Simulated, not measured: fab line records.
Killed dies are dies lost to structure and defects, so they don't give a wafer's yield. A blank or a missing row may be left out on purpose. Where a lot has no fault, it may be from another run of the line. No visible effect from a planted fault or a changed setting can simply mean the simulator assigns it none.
fab line records    flow n5-finfet    part 2 of 2: steps 5 to 6 of 6
record: lots: 21  wafers: 63  last-day: 18
route steps=1938 shown BEOL_M8@1379 BEOL_M9@1404
lots with no fault: from the same line, run without faults
start-h: hours from the record's first day to the start of the lot's first wafer shown    wait-h: hours since the lot's step before    " same as the row above    L1.1+2: several wafers, shown together as one row    - value missing, or start not given    * or withheld: withheld    < > ~ a bound
route shown NAME@n: NAME is a module with steps in the file, n the number in the route of the first one    usual: the fault-free wafers' mean and standard deviation    same: alike in all rows    chamber/n: place in a boat    sites: the reading at each site    _std_site: standard deviation of those values    _edge_site: the outer-site mean with the inner-site mean subtracted    radius-mm: for every site, how far away it sits from the centre of the wafer    mask NAME#n: copy n    behind: the last tool/chamber to shape the wafer    hold: the reason the lot was held/the length of the hold in hours/how it ended    device: the transistor (n, p or np) that didn't switch    end of line: tests run on the same wafers once the route is complete    a step with no rows: only its recipe    killed: count of dies lost to structure and defects at first sort (not the wafer's yield)    map: dies across one wafer; x = killed, . = not, _ = none there
set.NAME: the setting that was run; set.NAME@STEP: the one run at that earlier step    model.NAME: the simulator's own value behind a step, which no gauge read
a sample of lots followed through the steps of the route, with each step as a table and each wafer as a row
services: the hour from which a tool's chamber was out of use, counted from the record's first day as start-h (under 0 if before that day), plus the number of hours and why
== steps ==
step: N5_BEOL_M9_STRIP_36
recipe: chemistry: N2/H2  power-w: 450  temp-c: 40  pressure-mtorr: 20  rf-frequency-hz: 6e+07  overash-fraction: 0.3  bias-power-w: 7  h2-frac: 0.5  n2-flow-sccm: 200  h2-flow-sccm: 200
usual: drypump-motor-current-A: 5.7/0.39  oes-product-au: 0.81/0.096  power-w: 450.1/1.4  rf-vpp-V: 59.2/1.5  showerhead-plenum-p-Torr: 2.54/0.081  temp-c: 40.00/0.1  throttle-valve-pct: 23.60/0.23
same: overash-fraction: 0.3
lot.wafer  tool         chamber  start-h  wait-h  drypump-motor-current-A  oes-product-au  power-w  rf-hours-counter-h  rf-vpp-V  showerhead-plenum-p-Torr  temp-c  throttle-valve-pct
L074.4     rie-diel-02  0        211.15   0.0     5.9                      0.67            448.5    243                 57.7      2.38                      40.01   23.83
L074.5     "            3        "        "       6.4                      0.66            450.0    -                   59.4      2.49                      40.04   23.57
L074.6     "            0        "        "       5.9                      0.66            451.4    -                   58.2      2.38                      40.03   23.86
L075.1     rie-diel-01  2        221.42   0.0     5.6                      0.71            447.4    193                 62.1      2.53                      39.84   23.73
L075.2     "            1        "        "       6.5                      0.86            450.3    46                  59.0      2.47                      39.96   23.49
L075.6     "            1        "        "       6.4                      0.85            450.0    -                   58.5      2.47                      39.94   23.47
L076.3     rie-diel-06  3        228.33   0.0     5.5                      0.85            449.2    52                  60.2      2.56                      39.89   23.34
L076.4     "            1        "        "       5.4                      0.99            450.5    1                   57.8      2.51                      40.01   23.31
L076.5     "            2        "        "       5.2                      0.70            451.6    -                   59.4      2.63                      39.89   24.00
L077.2     rie-diel-06  1        230.46   0.0     5.5                      0.98            450.1    1                   59.3      2.51                      40.25   23.29
L077.3     "            2        "        "       5.2                      0.69            448.5    209                 59.1      2.63                      40.07   24.02
L077.6     "            2        "        "       5.2                      0.71            449.5    -                   60.2      2.63                      39.99   24.01
L079.3     rie-diel-01  1        242.58   0.0     6.4                      0.86            449.6    53                  58.8      2.47                      40.07   23.49
L079.4     "            0        "        "       5.4                      0.77            449.8    102                 58.1      2.54                      40.23   23.63
L079.6     "            1        "        "       6.4                      0.85            451.5    -                   57.2      2.47                      39.95   23.49
L081.1     rie-diel-06  2        253.68   0.0     5.2                      0.68            449.5    217                 59.1      2.63                      39.87   24.01
L081.3     "            0        "        "       5.9                      0.91            449.7    18                  60.5      2.47                      39.95   23.74
L081.5     "            3        "        "       5.5                      0.86            450.2    -                   59.6      2.55                      39.92   23.34
L080.1     rie-diel-01  3        255.98   0.0     5.9                      0.79            449.9    123                 59.6      2.63                      40.15   23.39
L080.4     "            0        "        "       5.4                      0.77            448.4    106                 62.4      2.54                      40.09   23.62
L080.5     "            2        "        "       5.6                      0.70            449.6    -                   58.9      2.53                      40.03   23.76
L083.2     rie-diel-02  2        261.78   0.0     5.8                      0.70            448.6    219                 61.6      2.63                      40.06   23.90
L083.3     "            1        "        "       5.2                      0.74            452.3    189                 59.7      2.43                      40.10   23.42
L083.5     "            0        "        "       5.9                      0.95            449.6    -                   59.3      2.70                      39.97   23.69
L082.1     rie-diel-02  0        263.26   0.0     5.9                      0.95            449.7    4                   61.6      2.70                      40.00   23.69
L082.2     "            2        "        "       5.7                      0.69            449.0    220                 57.4      2.63                      39.98   23.90
L082.3     "            1        "        "       5.2                      0.73            449.7    190                 57.3      2.43                      40.01   23.44
L084.1     rie-diel-01  3        280.43   0.0     5.9                      0.78            453.3    131                 60.3      2.63                      39.89   23.42
L084.3     "            2        "        "       5.6                      0.70            451.7    211                 58.1      2.53                      40.09   23.78
L084.6     "            2        "        "       5.6                      0.69            449.9    -                   58.7      2.53                      40.00   23.78
L085.3     rie-diel-01  0        284.21   0.0     5.4                      0.76            450.9    114                 58.7      2.53                      39.94   23.65
L085.4     "            3        "        "       5.9                      0.78            451.0    132                 59.0      2.63                      40.12   23.43
L085.6     "            0        "        "       5.4                      0.78            449.2    -                   61.7      2.53                      40.08   23.64
L087.2     rie-diel-06  2        288.56   0.0     5.2                      0.69            448.6    228                 58.4      2.62                      40.12   24.02
L087.5     "            1        "        "       5.5                      0.93            453.1    -                   59.3      2.51                      40.07   23.33
L087.6     "            0        "        "       5.9                      0.89            449.2    -                   57.8      2.47                      40.14   23.76
L086.1     rie-diel-01  3        288.72   0.0     5.9                      0.79            449.5    133                 60.6      2.63                      39.86   23.43
L086.4     "            0        "        "       5.4                      0.78            449.6    115                 59.4      2.54                      39.76   23.63
L086.5     "            3        "        "       5.9                      0.78            449.7    -                   56.8      2.63                      39.88   23.42
L088.3     rie-diel-02  3        290.92   0.0     6.4                      0.99            449.5    1                   58.1      2.48                      39.97   23.29
L088.4     "            1        "        "       5.2                      0.73            451.4    200                 56.1      2.42                      39.88   23.46
L088.6     "            2        "        "       5.8                      0.69            450.2    -                   62.1      2.62                      39.87   23.93
L089.3     rie-diel-02  1        307.79   0.0     5.2                      0.72            450.1    205                 57.9      2.42                      40.10   23.47
L089.4     "            0        "        "       6.0                      0.91            449.6    20                  60.5      2.69                      40.02   23.74
L089.6     "            1        "        "       5.2                      0.72            450.8    -                   60.3      2.42                      40.27   23.46
L090.2     rie-diel-06  2        317.28   0.0     5.2                      0.71            452.8    237                 58.7      2.62                      39.96   24.02
L090.4     "            0        "        "       5.9                      0.88            450.1    38                  60.2      2.47                      40.01   23.80
L090.6     "            2        "        "       5.2                      0.68            450.0    -                   59.3      2.62                      39.99   24.04
L091.1     rie-diel-06  0        318.13   0.0     5.9                      0.88            449.1    39                  57.2      2.47                      39.92   23.80
L091.3     "            2        "        "       5.2                      0.67            450.2    237                 59.8      2.62                      39.86   24.01
L091.6     "            2        "        "       5.2                      0.68            448.4    -                   62.8      2.62                      39.70   24.04
L096.1     rie-diel-02  2        355.97   0.0     5.8                      0.68            451.0    256                 61.8      2.61                      40.06   23.93
L096.2     "            1        "        "       5.2                      0.70            453.2    226                 59.1      2.41                      39.94   23.47
L096.3     "            0        "        "       5.9                      0.87            451.4    40                  61.1      2.68                      40.00   23.72
L094.1     rie-diel-06  0        360.03   0.0     5.9                      0.87            452.6    52                  60.9      2.46                      40.25   23.82
L094.2     "            1        "        "       5.5                      0.90            449.8    33                  61.3      2.50                      40.11   23.36
L094.6     "            1        "        "       5.5                      0.88            451.0    -                   60.2      2.50                      39.94   23.37
L095.1     rie-diel-06  3        363.82   0.0     5.5                      0.81            451.1    99                  59.8      2.54                      39.92   23.38
L095.3     "            0        "        "       5.9                      0.85            450.2    54                  58.2      2.46                      40.25   23.82
L095.5     "            3        "        "       5.5                      0.79            451.0    -                   58.3      2.54                      39.80   23.39
L097.2     rie-diel-02  3        380.63   0.0     6.4                      0.93            448.4    17                  55.9      2.47                      39.87   23.36
L097.4     "            3        "        "       6.4                      0.94            448.7    -                   56.1      2.47                      40.00   23.32
L097.6     "            1        "        "       5.2                      0.70            450.4    -                   55.9      2.41                      40.05   23.53
step: N5_BEOL_M9_STRIP_80
recipe: chemistry: N2/H2  time-s: 10  power-w: 450  temp-c: 40  pressure-mtorr: 20  rf-frequency-hz: 6e+07  bias-power-w: 7  n2-flow-sccm: 200  h2-flow-sccm: 200
usual: drypump-motor-current-A: 5.7/0.39  oes-product-au: 0.81/0.094  rf-vpp-V: 59.1/0.96  showerhead-plenum-p-Torr: 2.54/0.081  temp-c: 39.99/0.12  throttle-valve-pct: 23.60/0.23
lot.wafer  tool         chamber  start-h  wait-h  drypump-motor-current-A  oes-product-au  rf-hours-counter-h  rf-vpp-V  showerhead-plenum-p-Torr  temp-c  throttle-valve-pct
L074.4     rie-diel-02  0        -        -       5.9                      0.68            243                 59.4      2.38                      39.92   23.84
L074.5     "            3        "        "       6.4                      0.67            -                   57.8      2.49                      39.91   23.58
L074.6     "            0        "        "       6.0                      0.67            -                   59.2      2.38                      39.99   23.83
L075.1     rie-diel-01  2        -        -       5.6                      0.71            193                 60.4      2.53                      40.12   23.76
L075.2     "            1        "        "       6.4                      0.87            46                  58.2      2.47                      40.03   23.50
L075.6     "            1        "        "       6.5                      0.87            -                   57.9      2.47                      40.05   23.49
L076.3     rie-diel-06  3        -        -       5.5                      0.87            52                  58.5      2.56                      40.06   23.33
L076.4     "            1        "        "       5.5                      1.00            1                   59.9      2.51                      39.91   23.32
L076.5     "            2        "        "       5.2                      0.71            -                   60.4      2.63                      39.89   24.01
L077.2     rie-diel-06  1        -        -       5.5                      0.99            1                   59.6      2.51                      40.06   23.31
L077.3     "            2        "        "       5.1                      0.71            209                 58.0      2.63                      39.95   24.00
L077.6     "            2        "        "       5.2                      0.70            -                   59.7      2.63                      39.94   24.01
L079.3     rie-diel-01  1        -        -       6.4                      0.85            53                  60.9      2.47                      39.80   23.50
L079.4     "            0        "        "       5.4                      0.78            102                 58.9      2.54                      39.75   23.61
L079.6     "            1        "        "       6.4                      0.85            -                   57.6      2.47                      40.03   23.49
L081.1     rie-diel-06  2        -        -       5.2                      0.69            217                 58.3      2.63                      39.86   24.00
L081.3     "            0        "        "       5.9                      0.93            19                  59.7      2.47                      40.23   23.75
L081.5     "            3        "        "       5.5                      0.85            -                   59.0      2.55                      39.93   23.32
L080.1     rie-diel-01  3        -        -       5.9                      0.80            123                 59.1      2.63                      39.89   23.41
L080.4     "            0        "        "       5.4                      0.77            106                 60.1      2.54                      39.93   23.63
L080.5     "            2        "        "       5.6                      0.70            -                   59.1      2.53                      40.17   23.76
L083.2     rie-diel-02  2        -        -       5.8                      0.69            219                 58.9      2.63                      39.75   23.91
L083.3     "            1        "        "       5.2                      0.73            189                 59.5      2.43                      40.10   23.42
L083.5     "            0        "        "       5.9                      0.95            -                   60.7      2.70                      39.75   23.71
L082.1     rie-diel-02  0        -        -       5.9                      0.95            4                   59.4      2.70                      40.14   23.69
L082.2     "            2        "        "       5.8                      0.69            220                 58.3      2.63                      39.98   23.90
L082.3     "            1        "        "       5.2                      0.74            190                 59.1      2.43                      40.06   23.43
L084.1     rie-diel-01  3        -        -       5.9                      0.79            131                 60.0      2.63                      39.94   23.42
L084.3     "            2        "        "       5.6                      0.70            211                 57.8      2.53                      39.95   23.76
L084.6     "            2        "        "       5.6                      0.70            -                   58.3      2.53                      39.99   23.78
L085.3     rie-diel-01  0        -        -       5.4                      0.77            114                 59.3      2.53                      40.04   23.64
L085.4     "            3        "        "       5.9                      0.78            132                 59.7      2.63                      40.02   23.43
L085.6     "            0        "        "       5.4                      0.77            -                   58.9      2.53                      40.10   23.63
L087.2     rie-diel-06  2        -        -       5.2                      0.69            228                 60.0      2.62                      39.86   24.01
L087.5     "            1        "        "       5.5                      0.93            -                   59.0      2.51                      39.87   23.33
L087.6     "            0        "        "       5.9                      0.90            -                   59.8      2.47                      39.87   23.77
L086.1     rie-diel-01  3        -        -       5.9                      0.78            133                 57.6      2.63                      40.12   23.42
L086.4     "            0        "        "       5.4                      0.77            115                 58.2      2.53                      40.07   23.63
L086.5     "            3        "        "       5.9                      0.80            -                   59.1      2.63                      40.07   23.44
L088.3     rie-diel-02  3        -        -       6.4                      0.98            2                   57.7      2.48                      40.10   23.31
L088.4     "            1        "        "       5.2                      0.73            200                 60.2      2.42                      40.06   23.47
L088.6     "            2        "        "       5.8                      0.69            -                   58.0      2.62                      40.11   23.92
L089.3     rie-diel-02  1        -        -       5.2                      0.72            206                 56.6      2.42                      40.02   23.46
L089.4     "            0        "        "       5.9                      0.89            20                  61.1      2.69                      39.87   23.71
L089.6     "            1        "        "       5.2                      0.73            -                   57.7      2.42                      40.03   23.46
L090.2     rie-diel-06  2        -        -       5.2                      0.69            237                 60.3      2.62                      40.11   24.03
L090.4     "            0        "        "       5.9                      0.87            38                  58.7      2.47                      39.98   23.78
L090.6     "            2        "        "       5.2                      0.69            -                   59.5      2.62                      40.03   24.03
L091.1     rie-diel-06  0        -        -       5.9                      0.88            39                  59.5      2.47                      40.04   23.79
L091.3     "            2        "        "       5.2                      0.69            237                 58.1      2.62                      40.19   24.04
L091.6     "            2        "        "       5.2                      0.69            -                   58.3      2.62                      40.18   24.05
L096.1     rie-diel-02  2        -        -       5.8                      0.67            256                 58.9      2.61                      40.00   23.96
L096.2     "            1        "        "       5.2                      0.71            226                 57.8      2.41                      39.76   23.48
L096.3     "            0        "        "       5.9                      0.86            40                  58.9      2.68                      40.06   23.74
L094.1     rie-diel-06  0        -        -       5.9                      0.85            52                  59.4      2.46                      40.06   23.82
L094.2     "            1        "        "       5.5                      0.89            33                  58.3      2.50                      39.90   23.36
L094.6     "            1        "        "       5.5                      0.89            -                   61.0      2.50                      39.97   23.38
L095.1     rie-diel-06  3        -        -       5.5                      0.80            99                  58.6      2.54                      40.04   23.38
L095.3     "            0        "        "       5.9                      0.85            54                  60.2      2.46                      40.01   23.81
L095.5     "            3        "        "       5.5                      0.80            -                   60.1      2.54                      39.92   23.39
L097.2     rie-diel-02  3        -        -       6.4                      0.94            17                  59.6      2.47                      40.06   23.32
L097.4     "            3        "        "       6.4                      0.93            -                   58.8      2.47                      40.04   23.32
L097.6     "            1        "        "       5.2                      0.71            -                   59.0      2.41                      39.86   23.51
== services ==
tool            chamber  start-h  hours  kind
pecvd-01        -        218.27   14.1   repair
pecvd-01        -        249.84   0.6    repair
rie-diel-06     1        250.77   15.2   repair
rie-metal-03    0        255.47   17.8   repair
rie-diel-05     3        256.33   3.1    repair
pecvd-01        -        269.73   1.0    repair
rie-metal-03    1        287.20   1.0    repair
rie-metal-03    -        290.47   4.0    pm
rie-diel-01     1        306.06   3.2    repair
rie-diel-05     2        309.40   3.4    repair
rie-diel-01     2        317.52   13.2   repair
rie-diel-05     3        320.86   5.4    repair
rie-diel-06     1        324.83   6.5    repair
rie-diel-06     0        329.54   6.8    repair
rie-diel-01     -        331.02   28.1   pm
pvd-sputter-01  -        331.34   3.0    repair
pvd-sputter-01  -        337.39   1.7    repair
rie-diel-02     3        337.71   39.6   repair
rie-diel-06     1        347.24   8.0    repair
rie-diel-01     1        364.05   3.9    repair
rie-diel-02     2        370.56   11.4   repair
rie-diel-02     0        374.23   10.2   repair
rie-diel-05     1        376.36   4.9    repair
rie-diel-01     3        376.43   7.4    repair
